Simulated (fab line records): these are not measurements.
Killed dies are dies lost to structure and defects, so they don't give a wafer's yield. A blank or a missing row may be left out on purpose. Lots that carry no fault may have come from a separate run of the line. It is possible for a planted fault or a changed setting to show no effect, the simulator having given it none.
Split-lot study :: flow n5-finfet :: on a route of 1938 steps: 7 lots, 21 wafers read

## ABOUT THE SPLIT
At N5_BEOL_M1_COAT_61 (time 60 s, resist thk 60 nm), the setting spin-rpm was moved away from the recipe's 1500 rpm on 9 of the 21 wafers read, by -9.4% to +10.7%. For the rest of the wafers, this setting stayed at what the recipe calls for.

## FROM THE SPLIT TO THE READING: what the file shows between them, 8 steps
- N5_BEOL_M1_COAT_62: time 60 s, resist thk 12 nm
- N5_BEOL_M1_COAT_73: time 60 s, resist thk 5 nm
- N5_BEOL_M1_ETCH_74: etches underlayer in N2/H2, target depth 6.5 nm, time 5.2 s
- N5_BEOL_M1_ETCH_63: etches SiARC in CF4, target depth 15.6 nm, time 26 s
- N5_BEOL_M1_ETCH_64: etches SOC in N2/H2, target depth 75 nm, overetch 15 nm, time 112.5 s
- N5_BEOL_M1_STRIP_65: strips in N2/H2
- N5_BEOL_M1_STRIP_75: strips in N2/H2
- N5_BEOL_M1_STRIP_66: strips in CF4

## THE READING
SOC_of_BEOL_M1_COAT_61.thk-nm (the simulator's own value, which no gauge read), in nm, at N5_BEOL_M1_HM_OPEN_17 (chemistry Cl2/BCl3, target TiN, target depth 20 nm, overetch 6 nm). No usual value for it is given in the file. Here, 12 wafers ran the recipe; their average is 52.1 nm with a standard deviation of 0.39 nm.

wafer: L077.4
tool, chamber at the split: litho-track-02, 0
spin-rpm as run, rpm: 1500
against the recipe: recipe
SOC_of_BEOL_M1_COAT_61.thk-nm, nm: 52.2
against lot-mates on the recipe: -

wafer: L077.5
tool, chamber at the split: litho-track-02, 0
spin-rpm as run, rpm: 1660
against the recipe: +10.7%
SOC_of_BEOL_M1_COAT_61.thk-nm, nm: 49.4
against lot-mates on the recipe: -2.9

wafer: L077.6
tool, chamber at the split: litho-track-02, 0
spin-rpm as run, rpm: 1500
against the recipe: recipe
SOC_of_BEOL_M1_COAT_61.thk-nm, nm: 52.4
against lot-mates on the recipe: -

wafer: L081.1
tool, chamber at the split: litho-track-01, 0
spin-rpm as run, rpm: 1500
against the recipe: recipe
SOC_of_BEOL_M1_COAT_61.thk-nm, nm: 51.8
against lot-mates on the recipe: -

wafer: L081.5
tool, chamber at the split: litho-track-01, 0
spin-rpm as run, rpm: 1435
against the recipe: -4.3%
SOC_of_BEOL_M1_COAT_61.thk-nm, nm: 53.4
against lot-mates on the recipe: +1.2

wafer: L081.6
tool, chamber at the split: litho-track-01, 0
spin-rpm as run, rpm: 1500
against the recipe: recipe
SOC_of_BEOL_M1_COAT_61.thk-nm, nm: 52.6
against lot-mates on the recipe: -

wafer: L083.3
tool, chamber at the split: litho-track-05, 0
spin-rpm as run, rpm: 1359
against the recipe: -9.4%
SOC_of_BEOL_M1_COAT_61.thk-nm, nm: 55.6
against lot-mates on the recipe: +3.4

wafer: L083.4
tool, chamber at the split: litho-track-05, 0
spin-rpm as run, rpm: 1359
against the recipe: -9.4%
SOC_of_BEOL_M1_COAT_61.thk-nm, nm: 55
against lot-mates on the recipe: +2.8

wafer: L083.6
tool, chamber at the split: litho-track-05, 0
spin-rpm as run, rpm: 1500
against the recipe: recipe
SOC_of_BEOL_M1_COAT_61.thk-nm, nm: 52.2
against lot-mates on the recipe: -

wafer: L084.4
tool, chamber at the split: litho-track-02, 0
spin-rpm as run, rpm: 1500
against the recipe: recipe
SOC_of_BEOL_M1_COAT_61.thk-nm, nm: 51.4
against lot-mates on the recipe: -

wafer: L084.5
tool, chamber at the split: litho-track-02, 0
spin-rpm as run, rpm: 1500
against the recipe: recipe
SOC_of_BEOL_M1_COAT_61.thk-nm, nm: 51.8
against lot-mates on the recipe: -

wafer: L084.6
tool, chamber at the split: litho-track-02, 0
spin-rpm as run, rpm: 1500
against the recipe: recipe
SOC_of_BEOL_M1_COAT_61.thk-nm, nm: 51.6
against lot-mates on the recipe: -

wafer: L088.2
tool, chamber at the split: litho-track-01, 0
spin-rpm as run, rpm: 1387
against the recipe: -7.5%
SOC_of_BEOL_M1_COAT_61.thk-nm, nm: 54.8
against lot-mates on the recipe: +2.6

wafer: L088.5
tool, chamber at the split: litho-track-01, 0
spin-rpm as run, rpm: 1500
against the recipe: recipe
SOC_of_BEOL_M1_COAT_61.thk-nm, nm: 52.2
against lot-mates on the recipe: -

wafer: L088.6
tool, chamber at the split: litho-track-01, 0
spin-rpm as run, rpm: 1387
against the recipe: -7.5%
SOC_of_BEOL_M1_COAT_61.thk-nm, nm: 55
against lot-mates on the recipe: +2.8

wafer: L093.2
tool, chamber at the split: litho-track-01, 0
spin-rpm as run, rpm: 1426
against the recipe: -4.9%
SOC_of_BEOL_M1_COAT_61.thk-nm, nm: 54.2
against lot-mates on the recipe: +1.4

wafer: L093.3
tool, chamber at the split: litho-track-01, 0
spin-rpm as run, rpm: 1500
against the recipe: recipe
SOC_of_BEOL_M1_COAT_61.thk-nm, nm: 52.8
against lot-mates on the recipe: -

wafer: L093.5
tool, chamber at the split: litho-track-01, 0
spin-rpm as run, rpm: 1426
against the recipe: -4.9%
SOC_of_BEOL_M1_COAT_61.thk-nm, nm: 53.6
against lot-mates on the recipe: +0.8

wafer: L097.2
tool, chamber at the split: litho-track-01, 0
spin-rpm as run, rpm: 1500
against the recipe: recipe
SOC_of_BEOL_M1_COAT_61.thk-nm, nm: 52.2
against lot-mates on the recipe: -

wafer: L097.4
tool, chamber at the split: litho-track-01, 0
spin-rpm as run, rpm: 1500
against the recipe: recipe
SOC_of_BEOL_M1_COAT_61.thk-nm, nm: 52.2
against lot-mates on the recipe: -

wafer: L097.5
tool, chamber at the split: litho-track-01, 0
spin-rpm as run, rpm: 1559
against the recipe: +3.9%
SOC_of_BEOL_M1_COAT_61.thk-nm, nm: 51.4
against lot-mates on the recipe: -0.8

FIT RESULTS
A straight line over all 21 wafers: SOC_of_BEOL_M1_COAT_61.thk-nm changes by -0.312 nm for each +1% of spin-rpm; r = -0.97; the points scatter about the line by 0.4 nm.
The same after taking each lot's own level away (the mean of its wafers on the recipe; 21 wafers): -0.302 nm for each +1%; r = -0.98; scatter 0.31 nm.
According to that fit, moving spin-rpm by its largest amount changes the reading by 3.2 nm.
The span of the lots' own levels, 51.60 to 52.80 nm, comes to 3.1 times the standard deviation stated above.
So the lot-to-lot level changes the slope little: the two slopes agree.
Check: for one of the wafers moved furthest among these (+10.7%), held out of the fit, the line's prediction against its lot-mates is -3.34 nm. Against them it came out at -2.9 nm.

## THESE WAFERS: OTHER SPLITS
Before the reading, these wafers also passed through other splits. Each is held against what the fit with the lots' levels taken away leaves over:
other split on the same wafers: N5_BEOL_M0_SAQP_ETCH_107 bias-w
wafers away from the commonest value: 6
r with SOC_of_BEOL_M1_COAT_61.thk-nm (lot level and that fit taken away): +0.03

other split on the same wafers: N5_BEOL_M0_SAQP_SPACER2_ALD_26 target-thk-a
wafers away from the commonest value: 12
r with SOC_of_BEOL_M1_COAT_61.thk-nm (lot level and that fit taken away): -0.24

other split on the same wafers: N5_BEOL_M0_ETCH_128 source-w
wafers away from the commonest value: 10
r with SOC_of_BEOL_M1_COAT_61.thk-nm (lot level and that fit taken away): -0.37

## THE WHOLE CHAIN: every reading that the file lists as answering this split, in the file's order
step: N5_BEOL_M1_COAT_61
what it does: time 60 s, resist thk 60 nm
reading: SOC_of_BEOL_M1_COAT_61.thk-nm (the simulator's own value, which no gauge read)
change (the file's fit): -0.321 nm for each +1% of the setting
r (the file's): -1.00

step: N5_BEOL_M1_ETCH_64
what it does: etches SOC in N2/H2, target depth 75 nm, overetch 15 nm, time 112.5 s
reading: etch.depth-nm (the simulator's own value, which no gauge read)
change (the file's fit): -0.313 nm for each +1% of the setting
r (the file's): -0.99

step: N5_BEOL_M1_HM_OPEN_17
what it does: chemistry Cl2/BCl3, target TiN, target depth 20 nm, overetch 6 nm
reading: SOC_of_BEOL_M1_COAT_61.thk-nm (the simulator's own value, which no gauge read)
change (the file's fit): -0.297 nm for each +1% of the setting
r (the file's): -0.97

## THE FILE'S OWN FIT
SOC_of_BEOL_M1_COAT_61.thk-nm changes by -0.297 nm for each +1% of spin-rpm, r = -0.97.
